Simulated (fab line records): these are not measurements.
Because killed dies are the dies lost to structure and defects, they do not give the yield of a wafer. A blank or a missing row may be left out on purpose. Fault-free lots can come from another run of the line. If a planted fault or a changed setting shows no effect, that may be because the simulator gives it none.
Which tool was responsible? + flow n5 finfet + 36 wafers from 12 lots sampled at 2 of the route's 1938 steps

## WHAT THE GAUGES SHOWED, per wafer
N5_BEOL_M3_CD_MEAS_11: the cd target is 17.05 nm.
| lot  | measured     | on        | cd nm (nm)        |
|------|--------------|-----------|-------------------|
| L075 | day 7 06:37  | cd sem-02 | 17.31 16.70 17.12 |
| L077 | day 7 21:14  | cd sem-01 | 17.12 17.26 17.47 |
| L079 | day 8 03:15  | cd sem-02 | 17.00 16.91 16.85 |
| L083 | day 9 04:35  | cd sem-02 | 17.06 17.00 16.95 |
| L082 | day 9 13:16  | cd sem-01 | 17.09 17.02 17.19 |
| L084 | day 9 17:26  | cd sem-01 | 17.01 17.19 17.15 |
| L087 | day 10 13:36 | cd sem-03 | 16.43 16.81 17.26 |
| L090 | day 12 01:51 | cd sem-03 | 17.09 17.01 17.03 |
| L091 | day 12 09:50 | cd sem-03 | 17.26 16.92 16.81 |
| L093 | day 12 10:07 | cd sem-03 | 17.17 16.78 17.51 |
| L092 | day 12 20:47 | cd sem-03 | 17.08 16.74 17.14 |
| L097 | day 13 11:54 | cd sem-03 | 17.31 17.50 16.88 |

## WHAT TOOL EACH LOT RAN ON (gives the tool, then ch and the chambers of the sampled wafers, and finally the start)
| lot  | N5_BEOL_M2_CMP_52             |
|------|-------------------------------|
| L075 | cmp-04 ch 0,2,3, day 7 04:24  |
| L077 | cmp-01 ch 0,2,3, day 7 19:46  |
| L079 | cmp-04 ch 0,1,2, day 8 00:12  |
| L083 | cmp-04 ch 0,2, day 9 02:40    |
| L082 | cmp-03 ch 0,3, day 9 09:46    |
| L084 | cmp-04 ch 0,1,3, day 9 16:18  |
| L087 | cmp-04 ch 0,1,3, day 10 12:24 |
| L090 | cmp-01 ch 0,2,3, day 11 21:26 |
| L091 | cmp-04 ch 1,2,3, day 12 06:20 |
| L093 | cmp-04 ch 1,2, day 12 06:34   |
| L092 | cmp-04 ch 0,2,3, day 12 18:20 |
| L097 | cmp-03 ch 1,2,3, day 13 10:46 |
- N5_BEOL_M2_CMP_52: polishes, stops on SiOC, t overpolish 6.8 s, target thk 40 nm.

## THE ANSWER, worked out from the rows above alone
Rule: what is usual is taken from the lots themselves. Put in order of their means at a reading, lots are off if they are a third of the lots or fewer, leave a main group of 4 or more, and stand apart from it by a gap of 3 or more times the standard deviation of the main group's means; of several such gaps the widest counts. The tables above print the reading to a certain number of digits; a main group whose means all agree to those digits is not used. Also off: a lot with no number at a reading for which 4 or more lots have one. The other lots that the step has rows for count as sound.
No lot is off on any of the readings shown, so nothing can be concluded from this.

## WHAT THE SIMULATOR HAD PUT IN
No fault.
